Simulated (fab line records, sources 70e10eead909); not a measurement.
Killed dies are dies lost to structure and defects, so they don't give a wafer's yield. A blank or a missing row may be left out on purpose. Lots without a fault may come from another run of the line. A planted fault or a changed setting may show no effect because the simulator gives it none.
A struck lot beside a sound one | flow nand_harc | 14 steps out of a route of 1159
Sound: wafers L637.3, L637.5, L637.6. Struck: wafer L644.6. (L644.1, L644.2 of the same lot were not struck and are left out.) The cause comes at the end.
At each step with rows: each side's tool, then ch and its chambers, then its first start. Under that, the readings that differ: sound wafers | struck wafers | difference of the means | sigmas: that difference in standard deviations of wafers without a fault.
alike: readings whose means differ by less than 2 such deviations, and words and numbers that are the same on both sides. not compared: withheld readings, readings that some wafer has no value for, bounds like >300 that may hide the same value, and numbers for which the record gives no deviation and whose values overlap.
The two part at a step that has a row with sigmas, a row that says differs or no value, or rows on one side only. Numbers that don't overlap but have no deviation are shown without sigmas and don't part them. A reading that every wafer of one side lacks parts them only if that side has two wafers or more.

first, 6 steps without rows for these wafers: NHARC_P_CONTACT_COAT_06 (resist thk 90 nm); NHARC_P_CONTACT_SOFTBAKE_07 (time 55 s); NHARC_P_CONTACT_EBR_08; NHARC_P_CONTACT_EXPOSE_09 (exposes mask P CA, target cd 90 nm); NHARC_P_CONTACT_PEB_10 (peb time 65 s); NHARC_P_CONTACT_DEVELOP_11 (develop time 35 s).
NHARC_P_CONTACT_CD_MEAS_12: target cd 90 nm.
  sound on cd_sem-01 ch 0, day 7 08:02; struck on cd_sem-01 ch 0, day 8 16:44
  alike: cd_nm
NHARC_P_CONTACT_OVL_MEAS_13:
  sound on overlay-01, day 7 08:07; struck on overlay-02, day 8 16:50
  alike: overlay_x_nm, overlay_y_nm
NHARC_P_CONTACT_INSPECT_14:
  sound on defect_inspect-01, day 7 08:10; struck on defect_inspect-02, day 8 16:52
  alike: raw_defect_count
NHARC_P_CONTACT_DESCUM_17: chemistry O2, time 3 s.
  sound on rie_diel-10 ch 0,1,2, day 7 08:14; struck on rie_diel-04 ch 2, day 8 16:58
  alike: drypump_motor_current_A, oes_product_au, rf_vpp_V, showerhead_plenum_p_Torr, throttle_valve_pct
  not compared: rf_hours_counter_h
NHARC_P_CONTACT_ETCH_35: etches the open film in CF4, target depth 39 nm, time 65 s.
  sound on rie_diel-10 ch 0,3, day 7 08:19; struck on rie_diel-04 ch 2, day 8 17:03
  alike: drypump_motor_current_A, oes_product_au, rf_vpp_V, run_length_s, showerhead_plenum_p_Torr, throttle_valve_pct
  not compared: rf_hours_counter_h
NHARC_P_CONTACT_ETCH_36: etches the open film in N2/H2, target depth 260 nm, time 406.25 s.
  sound on rie_diel-10 ch 0,2,3; struck on rie_diel-04 ch 3
  alike: drypump_motor_current_A, oes_product_au, rf_vpp_V, run_length_s, showerhead_plenum_p_Torr, throttle_valve_pct
  not compared: rf_hours_counter_h
NHARC_P_CONTACT_ETCH_18: etches the open film in C4F8/O2/Ar, target depth 481 nm, time 240.5 s.
  sound on rie_diel-10 ch 0,1,3, day 7 08:46; struck on rie_diel-04 ch 1, day 8 17:26
  reading          | sound             | struck | difference | sigmas
  run_length_s (s) | 261.9 262.4 261.8 | 204.3  | -57.7      | -99 or more
  alike: oes_product_au, rf_vpp_V
  not compared: rf_hours_counter_h
then, 1 step without rows for these wafers: NHARC_P_CONTACT_STRIP_37 (strips in C4F8/O2/Ar).

WHERE THEY PART
Only at NHARC_P_CONTACT_ETCH_18, within this record.

WHY: what the simulator had put in
Process parameter drift: rie_diel-04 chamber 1, from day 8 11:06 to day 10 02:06, at NHARC_P_CONTACT_ETCH_18. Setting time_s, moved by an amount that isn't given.
